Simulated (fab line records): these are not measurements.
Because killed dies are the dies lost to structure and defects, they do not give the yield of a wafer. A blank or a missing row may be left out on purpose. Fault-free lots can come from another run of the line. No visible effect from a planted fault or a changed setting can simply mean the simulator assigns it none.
Matching of chambers -- flow nand-harc -- NHARC_P_M0_DESCUM_14 on rie-diel-12 has 4 sister chambers
The step chemistry O2, time 3 s. 4 wafers are shown with their chamber, then 10 later ones without.

== WAFERS WITH THEIR CHAMBER ==
wafer,chamber,showerhead-plenum-p-Torr (Torr)
L678.5,1,2.03
L680.2,0,1.90
L682.1,3,2.04
L682.4,2,1.77

== WAFERS WHOSE CHAMBER IS MISSING ==
wafer,showerhead-plenum-p-Torr (Torr)
L682.6,1.77
L687.2,1.77
L687.4,2.03
L687.5,2.03
L693.1,1.89
L693.2,2.02
L693.3,2.03
L694.3,2.02
L694.5,2.02
L694.6,1.76

== THE CHAMBER EACH PASSED THROUGH ==
wafer,from the rows above,in truth
L682.6,2,2
L687.2,2,2
L687.4,can't be placed: 1 or 3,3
L687.5,can't be placed: 1 or 3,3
L693.1,0,0
L693.2,can't be placed: 1 or 3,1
L693.3,can't be placed: 1 or 3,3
L694.3,can't be placed: 1 or 3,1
L694.5,can't be placed: 1 or 3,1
L694.6,2,2
Correct placement for 4 of the 10. These rows do not allow placing 6 (true chamber among the candidates in 6). 0 placed wrongly.
How it was worked out, from the rows above alone: a wafer's distance from a chamber is the root of the sum, over the readings, of the square of ((its reading less the chamber's mean) divided by the reading's scatter). If the next closest chamber is less than 2 further off than the closest, the wafer can't be placed; otherwise it belongs to the closest. For every chamber, the mean is computed from those of its wafers that are shown. The scatter: root of mean squared gap, hidden wafer to nearest shown wafer, with one shown wafer a chamber.
